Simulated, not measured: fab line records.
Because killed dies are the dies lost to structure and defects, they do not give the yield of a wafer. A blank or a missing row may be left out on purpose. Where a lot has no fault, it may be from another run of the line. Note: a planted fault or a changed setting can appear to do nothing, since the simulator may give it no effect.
Chamber matching / flow nand harc / NHARC_A_STAIRCASE_DEP_325 on pecvd-02: 3 sister chambers
The step deposits SiO2, target thk 3800 nm. 6 wafers are shown with their chamber, then 9 later ones without.

WAFERS PAIRED WITH THEIR CHAMBERS
wafer=L084.5; chamber=2; heater power w (W)=586
wafer=L087.5; chamber=2; heater power w (W)=593
wafer=L087.6; chamber=1; heater power w (W)=574
wafer=L086.1; chamber=1; heater power w (W)=624
wafer=L086.3; chamber=0; heater power w (W)=583
wafer=L086.5; chamber=0; heater power w (W)=497

WAFERS WITH NO CHAMBER GIVEN
wafer=L091.2; heater power w (W)=654
wafer=L091.3; heater power w (W)=501
wafer=L091.4; heater power w (W)=507
wafer=L093.3; heater power w (W)=720
wafer=L093.4; heater power w (W)=600
wafer=L093.5; heater power w (W)=584
wafer=L096.2; heater power w (W)=595
wafer=L096.3; heater power w (W)=738
wafer=L096.4; heater power w (W)=585

WHICH CHAMBER EACH WENT THROUGH
wafer=L091.2; from the rows above=can't be placed: 1 or 2 or 0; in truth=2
wafer=L091.3; from the rows above=can't be placed: 0 or 2 or 1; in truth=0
wafer=L091.4; from the rows above=can't be placed: 0 or 2 or 1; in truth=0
wafer=L093.3; from the rows above=can't be placed: 1 or 2 or 0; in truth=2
wafer=L093.4; from the rows above=can't be placed: 1 or 2 or 0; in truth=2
wafer=L093.5; from the rows above=can't be placed: 2 or 1 or 0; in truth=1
wafer=L096.2; from the rows above=can't be placed: 1 or 2 or 0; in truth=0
wafer=L096.3; from the rows above=can't be placed: 1 or 2 or 0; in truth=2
wafer=L096.4; from the rows above=can't be placed: 2 or 1 or 0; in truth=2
Placed correctly: 0 of 9. Unplaceable from these rows: 9, with the true chamber sitting among the candidates in 9. Wrongly placed: 0.
How it was worked out, from the rows above alone: a wafer's distance from a chamber is the root of the sum, over the readings, of the square of ((its reading less the chamber's mean) divided by the reading's scatter). If the next closest chamber is less than 2 further off than the closest, the wafer can't be placed; otherwise it belongs to the closest. For every chamber, the mean is computed from those of its wafers that are shown. The scatter is the square root of a quotient: the sum, over the shown wafers, of each reading's squared deviation from its chamber's mean, divided by wafers minus chambers.
